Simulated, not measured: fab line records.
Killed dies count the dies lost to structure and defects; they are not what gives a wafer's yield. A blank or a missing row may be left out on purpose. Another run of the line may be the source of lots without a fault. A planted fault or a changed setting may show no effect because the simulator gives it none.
Matching of chambers / flow n5-finfet / N5_ILD0_LINER_00 on ald-sin-04: 4 sister chambers
The step material SiNx, target thk 4 nm, pulse time 1 s, purge time 2 s. 20 wafers are shown with their chamber, then 10 later ones without.

## EACH WAFER AND ITS CHAMBER
wafer=L075.1; chamber=1; heater-power-w (W)=888; precursor-pulse-height-rel=0.986
wafer=L075.4; chamber=0; heater-power-w (W)=868; precursor-pulse-height-rel=1.036
wafer=L075.6; chamber=3; heater-power-w (W)=903; precursor-pulse-height-rel=0.990
wafer=L078.1; chamber=3; heater-power-w (W)=900; precursor-pulse-height-rel=0.990
wafer=L078.3; chamber=2; heater-power-w (W)=752; precursor-pulse-height-rel=1.036
wafer=L078.6; chamber=2; heater-power-w (W)=756; precursor-pulse-height-rel=0.997
wafer=L081.1; chamber=2; heater-power-w (W)=703; precursor-pulse-height-rel=0.962
wafer=L081.5; chamber=1; heater-power-w (W)=844; precursor-pulse-height-rel=1.013
wafer=L081.6; chamber=0; heater-power-w (W)=881; precursor-pulse-height-rel=0.987
wafer=L083.2; chamber=0; heater-power-w (W)=911; precursor-pulse-height-rel=1.040
wafer=L083.3; chamber=1; heater-power-w (W)=842; precursor-pulse-height-rel=1.009
wafer=L083.4; chamber=2; heater-power-w (W)=686; precursor-pulse-height-rel=1.015
wafer=L084.1; chamber=1; heater-power-w (W)=856; precursor-pulse-height-rel=1.011
wafer=L084.2; chamber=0; heater-power-w (W)=893; precursor-pulse-height-rel=1.001
wafer=L084.3; chamber=3; heater-power-w (W)=868; precursor-pulse-height-rel=1.010
wafer=L085.1; chamber=1; heater-power-w (W)=837; precursor-pulse-height-rel=0.981
wafer=L085.3; chamber=3; heater-power-w (W)=886; precursor-pulse-height-rel=0.995
wafer=L085.4; chamber=2; heater-power-w (W)=700; precursor-pulse-height-rel=0.981
wafer=L087.3; chamber=0; heater-power-w (W)=905; precursor-pulse-height-rel=0.981
wafer=L087.4; chamber=3; heater-power-w (W)=892; precursor-pulse-height-rel=0.992

SIGNATURES, as means of the wafers listed above
reading=heater-power-w; chamber 0=891.60; chamber 1=853.40; chamber 2=719.40; chamber 3=889.80; scatter within a chamber=22.2
reading=precursor-pulse-height-rel; chamber 0=1.00900; chamber 1=1.00000; chamber 2=0.99820; chamber 3=0.99540; scatter within a chamber=0.0217
Rule: distance of a wafer from a chamber = root of the sum over the readings of ((wafer's reading minus chamber's mean) / reading's scatter) squared. If the next closest chamber is less than 2 further off than the closest, the wafer can't be placed; otherwise it belongs to the closest. How the scatter is found: for the shown wafers, subtract from each reading the mean of its chamber, square and add these, divide the total by (wafers less chambers), then take the root.

## WAFERS MISSING THEIR CHAMBER
wafer=L087.5; heater-power-w (W)=895; precursor-pulse-height-rel=0.991
wafer=L089.1; heater-power-w (W)=842; precursor-pulse-height-rel=0.961
wafer=L089.4; heater-power-w (W)=697; precursor-pulse-height-rel=1.029
wafer=L089.6; heater-power-w (W)=704; precursor-pulse-height-rel=1.001
wafer=L094.1; heater-power-w (W)=915; precursor-pulse-height-rel=0.997
wafer=L094.2; heater-power-w (W)=699; precursor-pulse-height-rel=1.036
wafer=L094.5; heater-power-w (W)=838; precursor-pulse-height-rel=1.005
wafer=L097.1; heater-power-w (W)=925; precursor-pulse-height-rel=0.987
wafer=L097.3; heater-power-w (W)=828; precursor-pulse-height-rel=1.026
wafer=L097.5; heater-power-w (W)=858; precursor-pulse-height-rel=0.999

## THE CHAMBER EACH PASSED THROUGH
wafer=L087.5; from the rows above=can't be placed: 3 or 0 or 1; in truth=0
wafer=L089.1; from the rows above=can't be placed: 1 or 3 or 0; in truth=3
wafer=L089.4; from the rows above=2; in truth=2
wafer=L089.6; from the rows above=2; in truth=2
wafer=L094.1; from the rows above=can't be placed: 3 or 0 or 1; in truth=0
wafer=L094.2; from the rows above=2; in truth=2
wafer=L094.5; from the rows above=can't be placed: 1 or 3 or 0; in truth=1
wafer=L097.1; from the rows above=can't be placed: 3 or 0 or 1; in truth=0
wafer=L097.3; from the rows above=can't be placed: 1 or 0 or 3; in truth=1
wafer=L097.5; from the rows above=can't be placed: 1 or 3 or 0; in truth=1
3 of 10 placed correctly. These rows do not allow placing 7 (true chamber among the candidates in 7). 0 placed wrongly.
